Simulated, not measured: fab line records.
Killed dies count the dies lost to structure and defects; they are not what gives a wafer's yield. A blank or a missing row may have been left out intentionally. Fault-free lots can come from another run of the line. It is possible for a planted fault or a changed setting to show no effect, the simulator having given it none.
Chamber matching + flow nandHarc + pecvd-02 running NHARC_A_SLIT_DEP_23: 3 sister chambers
The step deposits SiON, target thk 100 nm. 3 wafers are shown with their chamber, then 12 later ones without.

== WAFERS, EACH WITH ITS CHAMBER ==
| wafer  | chamber | heaterPowerW (W) |
|--------|---------|------------------|
| L085.1 | 0       | 668              |
| L085.2 | 1       | 974              |
| L085.3 | 2       | 861              |

== WAFERS WITH NO CHAMBER GIVEN ==
| wafer  | heaterPowerW (W) |
|--------|------------------|
| L091.4 | 1035             |
| L091.5 | 808              |
| L091.6 | 618              |
| L093.2 | 664              |
| L093.3 | 774              |
| L093.4 | 940              |
| L095.1 | 640              |
| L095.3 | 817              |
| L095.6 | 1052             |
| L094.1 | 1031             |
| L094.2 | 654              |
| L094.5 | 1025             |

== THE CHAMBER EACH PASSED THROUGH ==
| wafer  | from the rows above     | in truth |
|--------|-------------------------|----------|
| L091.4 | 1                       | 1        |
| L091.5 | can't be placed: 2 or 0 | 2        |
| L091.6 | 0                       | 0        |
| L093.2 | 0                       | 0        |
| L093.3 | can't be placed: 2 or 0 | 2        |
| L093.4 | can't be placed: 1 or 2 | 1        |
| L095.1 | 0                       | 0        |
| L095.3 | 2                       | 2        |
| L095.6 | 1                       | 1        |
| L094.1 | 1                       | 1        |
| L094.2 | 0                       | 0        |
| L094.5 | 1                       | 1        |
9 of 12 placed correctly. Unplaceable from these rows: 3, with the true chamber sitting among the candidates in 3. Number placed wrongly: 0.
How it was worked out, from the rows above alone: a wafer's distance from a chamber is the root of the sum, over the readings, of the square of ((its reading less the chamber's mean) divided by the reading's scatter). If the next closest chamber is less than 2 further off than the closest, the wafer can't be placed; otherwise it belongs to the closest. A chamber's mean is the mean of its shown wafers. The scatter (one wafer shown for each chamber): square how far every hidden wafer sits from the nearest shown wafer, average those squares and take the square root.
